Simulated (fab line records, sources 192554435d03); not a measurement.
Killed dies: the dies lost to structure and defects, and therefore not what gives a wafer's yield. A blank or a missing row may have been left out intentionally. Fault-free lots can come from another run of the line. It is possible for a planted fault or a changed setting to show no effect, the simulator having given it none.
Chamber matching || flow n5_finfet || N5_HKMG_FIN_ALD_36 on ald_metal-02: 4 sister chambers
The step deposits TiN, target thk 1 nm, pulse time 1 s, purge time 3 s. 8 wafers are shown with their chamber, then 8 later ones without.

== WAFERS WITH THEIR CHAMBER ==
{"wafer": "L088.5", "chamber": 0, "heater_power_w (W)": 1029, "susceptor_temp_C (C)": 400.17}
{"wafer": "L089.2", "chamber": 2, "heater_power_w (W)": 957, "susceptor_temp_C (C)": 399.92}
{"wafer": "L089.4", "chamber": 3, "heater_power_w (W)": 914, "susceptor_temp_C (C)": 400.22}
{"wafer": "L090.1", "chamber": 0, "heater_power_w (W)": 970, "susceptor_temp_C (C)": 400.00}
{"wafer": "L090.2", "chamber": 3, "heater_power_w (W)": 897, "susceptor_temp_C (C)": 399.53}
{"wafer": "L091.4", "chamber": 2, "heater_power_w (W)": 953, "susceptor_temp_C (C)": 400.11}
{"wafer": "L091.5", "chamber": 1, "heater_power_w (W)": 912, "susceptor_temp_C (C)": 400.00}
{"wafer": "L092.1", "chamber": 1, "heater_power_w (W)": 898, "susceptor_temp_C (C)": 400.23}

== WAFERS WITH NO CHAMBER GIVEN ==
{"wafer": "L092.2", "heater_power_w (W)": 960, "susceptor_temp_C (C)": 400.05}
{"wafer": "L092.3", "heater_power_w (W)": 972, "susceptor_temp_C (C)": 400.03}
{"wafer": "L096.2", "heater_power_w (W)": 909, "susceptor_temp_C (C)": 399.92}
{"wafer": "L096.3", "heater_power_w (W)": 902, "susceptor_temp_C (C)": 400.15}
{"wafer": "L096.5", "heater_power_w (W)": 874, "susceptor_temp_C (C)": 399.76}
{"wafer": "L097.2", "heater_power_w (W)": 880, "susceptor_temp_C (C)": 399.76}
{"wafer": "L097.4", "heater_power_w (W)": 990, "susceptor_temp_C (C)": 399.82}
{"wafer": "L097.6", "heater_power_w (W)": 904, "susceptor_temp_C (C)": 399.79}

== WHICH CHAMBER EACH WENT THROUGH ==
{"wafer": "L092.2", "from the rows above": "can't be placed: 2 or 0", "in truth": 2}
{"wafer": "L092.3", "from the rows above": "can't be placed: 2 or 0", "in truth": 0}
{"wafer": "L096.2", "from the rows above": "can't be placed: 3 or 1 or 2", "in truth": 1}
{"wafer": "L096.3", "from the rows above": "can't be placed: 1 or 3", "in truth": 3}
{"wafer": "L096.5", "from the rows above": "can't be placed: 3 or 1", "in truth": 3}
{"wafer": "L097.2", "from the rows above": "can't be placed: 3 or 1", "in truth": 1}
{"wafer": "L097.4", "from the rows above": "can't be placed: 0 or 2", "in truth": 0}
{"wafer": "L097.6", "from the rows above": "can't be placed: 3 or 1", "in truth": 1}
Correctly placed: 0 of 8. From these rows, 8 cannot be placed; in 8 the true chamber is one of the candidates. Number placed wrongly: 0.
How it was worked out, from the rows above alone: a wafer's distance from a chamber is the root of the sum, over the readings, of the square of ((its reading less the chamber's mean) divided by the reading's scatter). If the next closest chamber is less than 2 further off than the closest, the wafer can't be placed; otherwise it belongs to the closest. The mean given for a chamber averages the wafers shown for that chamber. The scatter: take each reading less its chamber's mean, square it, sum over the shown wafers, divide by the number of wafers less the number of chambers, and take the root.
